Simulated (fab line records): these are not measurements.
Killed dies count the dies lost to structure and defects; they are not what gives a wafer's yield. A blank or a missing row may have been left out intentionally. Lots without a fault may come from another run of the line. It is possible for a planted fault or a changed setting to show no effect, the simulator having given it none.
A struck lot beside a sound one + flow n5-finfet + 35 out of 1938 route steps
Sound: the wafers L274.2, L274.3, L274.6. Struck: wafer L285.4. (L285.5, L285.6 of the same lot were not struck and are left out.) The cause comes at the end.
Order at every step that has rows: each side's tool, ch and its chambers, its first start. Under that, the readings that differ: sound wafers + struck wafers + difference of the means + sigmas: that difference in standard deviations of wafers without a fault.
alike: readings whose means differ by less than 2 such deviations, and words and numbers that are the same on both sides. not compared: withheld readings, readings that some wafer has no value for, bounds like >300 that may hide the same value, and numbers for which the record gives no deviation and whose values overlap.
A row with sigmas, a row that says differs or no value, or rows on one side alone: a step with any of these is where the two part. Numbers that have no deviation but don't overlap get no sigmas and don't part them. Lack of a reading on every wafer of one side parts them only where that side has two or more wafers.

first, 8 steps without rows for these wafers: N5_ILD0_LINER_00 (material SiNx, target thk 4 nm, pulse time 1 s, purge time 2 s); N5_ILD0_FCVD_FILL_01 (material SiO2 flowable, target thk 200 nm, time 328.3 s); N5_ILD0_CURE_02 (time 1800 s); N5_ILD0_CMP_03 (polishes, stops on SiNx, t overpolish 1.9 s, target thk 197.38 nm); N5_ILD0_CMP_07 (polishes SiO2 flowable, stops on poly-Si, t overpolish 1.18 s, target thk 138.88 nm); N5_ILD0_PRECLEAN_10 (cleans in NF3:NH3, afs cycles 5, time 20 s, sublimation time 60 s); N5_ILD0_ALD_15 (deposits SiNx, target thk 24 nm, pulse time 1 s, ald cycles 480); N5_ILD0_CMP_12 (polishes SiNx, stops on poly-Si, t overpolish 6 s, target thk 17.67 nm).
N5_SDB_HM_DEP_00: deposits SiNx from SiH4/NH3/N2, target thk 40 nm, time 35.3 s.
  sound on pecvd-03 ch 0,1,2, day 5 00:55; struck on pecvd-03 ch 2, day 7 16:30
| reading                                 | sound          | struck | difference | sigmas |
|-----------------------------------------|----------------|--------|------------|--------|
| model.SiNx_of_SDB_HM_DEP_00.thk-nm (nm) | 39.6 39.2 40.4 | 76     | +36        |        |
  alike: heater-power-w, rf-fwd-power-W, showerhead-plenum-p-Torr, throttle-valve-pct
then, 13 steps without rows for these wafers: N5_SDB_COAT_03 (time 60 s, resist thk 100 nm); N5_SDB_COAT_04 (time 60 s, resist thk 18 nm); N5_SDB_COAT_05 (resist thk 90 nm); N5_SDB_EBR_07; N5_SDB_SOFTBAKE_06 (time 60 s); N5_SDB_EXPOSE_08 (exposes mask SDB); N5_SDB_PEB_09 (peb time 60 s); N5_SDB_DEVELOP_10 (develop time 30 s); N5_SDB_DESCUM_16 (chemistry O2, time 7.9 s); N5_SDB_ETCH_17 (etches SiARC in CF4, target depth 23.4 nm, time 39 s); N5_SDB_ETCH_18 (etches SOC in N2/H2, target depth 100 nm, overetch 20 nm, time 150 s); N5_SDB_STRIP_19 (strips in N2/H2); N5_SDB_STRIP_21 (strips in CF4).
N5_SDB_HM_OPEN_20: chemistry CH3F/O2, target SiNx, stops on poly-Si, target depth 24 nm.
  sound on rie-diel-05 ch 2,3, day 5 01:45; struck on rie-diel-05 ch 3, day 7 17:21
| reading                  | sound            | struck | difference | sigmas |
|--------------------------|------------------|--------|------------|--------|
| model.etch.depth-nm (nm) | 23.64 23.1 24.33 | 33.16  | +9.47      |        |
  alike: drypump-motor-current-A, oes_f_703_au, oes-product-au, rf-fwd-power-W, rf-vpp-V, showerhead-plenum-p-Torr, throttle-valve-pct
  not compared: rf-hours-counter-h
then, 5 steps without rows for these wafers: N5_SDB_STRIP_22 (strips in N2/H2); N5_SDB_PRECLEAN_23 (cleans in dHF, time 30 s); N5_SDB_DUMMY_REMOVE_24 (chemistry TMAH, target poly-Si, stops on SiO2, target depth 142 nm, time 57 s, rinse time 30 s); N5_SDB_ETCH_25 (etches SiO2 in C4F6/O2, target depth 10 nm, time 3.3 s); N5_SDB_CUT_ETCH_26 (etches Si in HBr/Cl2/O2, target depth 129.6 nm, bt time 20 s, time 51.8 s).
N5_SDB_PRECLEAN_38: cleans in dHF, time 10 s.
  sound on wet-bench-02 ch 2,5,6, day 5 02:17; struck on wet-bench-04 ch 4, day 7 17:59
| reading                                 | sound          | struck | difference | sigmas |
|-----------------------------------------|----------------|--------|------------|--------|
| model.SiNx_of_SDB_HM_DEP_00.thk-nm (nm) | 21.6 21.4 22.8 | 58.2   | +36.3      |        |
  alike: bath-heat-duty-pct
then, 3 steps without rows for these wafers: N5_SDB_PRECLEAN_39 (cleans in O3/DIW, time 45 s); N5_SDB_SRD_28 (time 30 s); N5_SDB_ALD_29 (deposits SiNx, target thk 30 nm, pulse time 1 s, ald cycles 600).
N5_SDB_CMP_30: polishes, stops on poly-Si, t overpolish 1.54 s, target thk 30 nm.
  sound on cmp-02 ch 0,2,3, day 5 05:23; struck on cmp-03 ch 1, day 7 20:53
| reading                | sound          | struck | difference | sigmas |
|------------------------|----------------|--------|------------|--------|
| time-to-endpoint-s (s) | 19.9 19.0 16.3 | 26.3   | +7.9       | +3     |
  alike: motor-current-A
N5_BEOL_M4_RC_MEAS_101:
  the record has rows for the sound wafers here (prober-01 ch 0, day 9 03:05) and none for the struck ones
-- here the record skips 9 days between the struck wafers' starts before and after, leaving off in module BEOL_M4 and picking up in module PASSIVATION (first step shown: number 1936 of the route) --
N5_PASSIVATION_PROBE_49:
  sound: prober-02 at day 14 04:13; struck: prober-02 at day 16 23:28
| reading                  | sound          | struck | difference | sigmas |
|--------------------------|----------------|--------|------------|--------|
| defect-limited-yield (%) | 88.2 91.0 89.0 | 0      | -89        | -64    |
| killed-at-front-end      | 73 51 55       | 1104   | +1044      | +95    |
| killed-dies              | 139 106 130    | 1180   | +1055      | +62    |
| killed-on-rim            | 17 10 21       | 152    | +136       | +32    |
| sort_bin_5_function (%)  | 7.2 5.5 6.8    | 96.1   | +89.6      | +91    |
| sort-n-pass              | 1041 1074 1050 | 0      | -1055      | -50    |
| sort-yield-pct (%)       | 88.2 91.0 89.0 | 0      | -89        | -53    |
  alike: killed_at_M0_to_M3, killed_at_M4_up, killed-at-contacts, killed-at-other, killed-open, killed-short, sort_bin_6_memory, sort_bin_8_speed

WHERE THEY PART
Last at N5_PASSIVATION_PROBE_49 as far as this record goes, first at N5_SDB_CMP_30.

WHY: what the simulator had put in
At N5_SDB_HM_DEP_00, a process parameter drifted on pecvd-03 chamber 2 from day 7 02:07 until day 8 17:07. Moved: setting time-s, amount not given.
